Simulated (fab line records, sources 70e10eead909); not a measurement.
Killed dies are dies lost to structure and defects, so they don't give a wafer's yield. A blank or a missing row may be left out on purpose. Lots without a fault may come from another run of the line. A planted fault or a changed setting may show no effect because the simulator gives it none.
One fault seen from 2 desks | flow nand_harc | each desk has only its own numbers; what lay behind them comes last

THE DEFECT DESK
What the inspections along the route counted, lot by lot: means of the sampled wafers that have a number. A lot is out of limits, marked OUT, if its mean lies more than 4 standard deviations from the usual mean; the brackets give that distance.
Columns: A = raw_defect_count at NHARC_A_SIN_REMOVE_INSPECT_04, usual 386
lot  | first seen here | A
L273 | day 20 19:28    | 418
L272 | day 20 19:29    | 349
L276 | day 22 06:34    | 353
L279 | day 22 20:56    | 998 (+7.2) OUT
L277 | day 22 23:56    | 901 (+6.1) OUT
L278 | day 22 23:56    | 586
L287 | day 26 01:14    | 386
L288 | day 26 13:20    | 336
L291 | day 28 07:04    | 375
L292 | day 28 19:29    | 444
L294 | day 29 04:23    | 414
L295 | day 29 12:08    | 415
L293 | day 29 14:56    | 340
This desk's finding: out of limits on L277, L279; first on L279, day 22 20:56 (raw_defect_count at NHARC_A_SIN_REMOVE_INSPECT_04). In limits: L273, L272, L276, L278, L287, L288, L291, L292, L294, L295, L293.

THE TOOL OWNER'S DESK: har_etch-02
The tool's own readings at NHARC_A_SLIT_ETCH_17 (etches the open film in C4F8/O2/Ar, time 4254.5 s, target depth 20300 nm): means of the sampled wafers that have a number, for each lot that ran on this tool. A lot is out of limits, marked OUT, if its mean lies more than 4 standard deviations from the usual mean; the brackets give that distance.
Columns: A = drypump_motor_current_A at NHARC_A_SLIT_ETCH_17, usual 6.0 A; B = showerhead_plenum_p_Torr at NHARC_A_SLIT_ETCH_17, usual 3.69 Torr; C = throttle_valve_pct at NHARC_A_SLIT_ETCH_17, usual 32.045 %
lot  | first seen here | A   | B    | C
L273 | day 20 08:14    | 6.2 | 3.82 | 32.045
L276 | day 21 18:59    | 6.2 | 3.81 | 32.049
L279 | day 22 11:37    | 6.6 | 3.90 | 32.058
L277 | day 22 15:28    | 6.6 | 3.90 | 32.052
L287 | day 25 13:37    | 6.2 | 3.78 | 32.055
L288 | day 26 02:19    | 5.7 | 3.68 | 32.044
L291 | day 27 19:22    | 6.2 | 3.77 | 32.045
L294 | day 28 16:37    | 6.2 | 3.76 | 32.042
L293 | day 29 03:31    | 6.2 | 3.75 | 32.039
This desk's finding: nothing out of limits on any of the 9 lots.

PUT TOGETHER
The defect desk could have raised an alarm at day 22 20:56, on L277, L279.
The tool owner's desk saw nothing out of limits.
The tool owner's desk has L277, L279 on record, within its limits.
Of the lots named, all ran NHARC_A_SLIT_ETCH_17 on har_etch-02.

WHAT THE SIMULATOR HAD PUT IN
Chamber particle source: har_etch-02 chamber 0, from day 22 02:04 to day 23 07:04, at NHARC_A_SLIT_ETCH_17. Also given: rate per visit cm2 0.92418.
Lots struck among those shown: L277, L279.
Hours from the fault's start to each desk's first reading out of limits: the defect desk, 19.
